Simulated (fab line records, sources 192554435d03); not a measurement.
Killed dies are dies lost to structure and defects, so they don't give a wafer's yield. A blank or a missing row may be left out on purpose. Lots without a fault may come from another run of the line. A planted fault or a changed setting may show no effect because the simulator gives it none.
Chamber matching | flow n5_finfet | N5_BEOL_M6_ETCH_61 on rie_diel-05: 4 sister chambers
The step etches SiARC in CF4, target depth 45.5 nm, time 75.8 s. 14 wafers are shown with their chamber, then 7 later ones without.

WAFERS WITH THEIR CHAMBER
wafer  | chamber | showerhead_plenum_p_Torr (Torr) | drypump_motor_current_A (A) | rf_vpp_V (V)
L075.1 | 2       | 2.28                            | 5.8                         | 185.9
L075.4 | 0       | 2.21                            | 5.6                         | 185.1
L075.5 | 3       | 2.19                            | 6.3                         | 184.1
L080.1 | 0       | 2.21                            | 5.5                         | 184.6
L080.2 | 3       | 2.19                            | 6.3                         | 184.3
L080.6 | 0       | 2.21                            | 5.5                         | 184.6
L083.1 | 2       | 2.27                            | 5.8                         | 185.6
L083.3 | 1       | 1.97                            | 5.4                         | 182.4
L083.5 | 2       | 2.27                            | 5.8                         | 185.3
L089.1 | 1       | 1.97                            | 5.4                         | 182.2
L089.2 | 2       | 2.27                            | 5.9                         | 185.4
L089.5 | 2       | 2.27                            | 5.8                         | 184.9
L091.3 | 1       | 1.97                            | 5.4                         | 181.9
L091.4 | 2       | 2.26                            | 5.8                         | 184.6

SIGNATURES (means of the wafers above)
reading                  | chamber 0 | chamber 1 | chamber 2 | chamber 3 | scatter within a chamber
showerhead_plenum_p_Torr | 2.2100    | 1.9700    | 2.2700    | 2.1900    | 0.00447
drypump_motor_current_A  | 5.533     | 5.400     | 5.817     | 6.300     | 0.0387
rf_vpp_V                 | 184.767   | 182.167   | 185.283   | 184.200   | 0.377
Rule: a wafer's distance from a chamber is the root of the sum, over the readings, of the square of ((its reading less the chamber's mean) divided by the reading's scatter). The wafer belongs to the nearest chamber; if the next one is less than 2 further off, it can't be placed. The scatter: the root of (the sum of the squares of (reading less its chamber's mean) over the shown wafers, divided by (wafers less chambers)).

WAFERS WITHOUT THEIR CHAMBER
wafer  | showerhead_plenum_p_Torr (Torr) | drypump_motor_current_A (A) | rf_vpp_V (V)
L091.5 | 1.97                            | 5.4                         | 182.4
L093.3 | 1.97                            | 5.4                         | 183.3
L093.5 | 2.20                            | 5.5                         | 184.4
L093.6 | 1.97                            | 5.4                         | 180.6
L095.2 | 2.18                            | 6.3                         | 183.9
L095.5 | 2.26                            | 5.8                         | 186.0
L095.6 | 1.97                            | 5.4                         | 182.8

WHICH CHAMBER EACH WENT THROUGH
wafer  | from the rows above | in truth
L091.5 | 1                   | 1
L093.3 | 1                   | 1
L093.5 | 0                   | 0
L093.6 | 1                   | 1
L095.2 | 3                   | 3
L095.5 | 2                   | 2
L095.6 | 1                   | 1
Placed correctly: 7 of 7. Can't be placed from these rows: 0. Placed wrongly: 0.
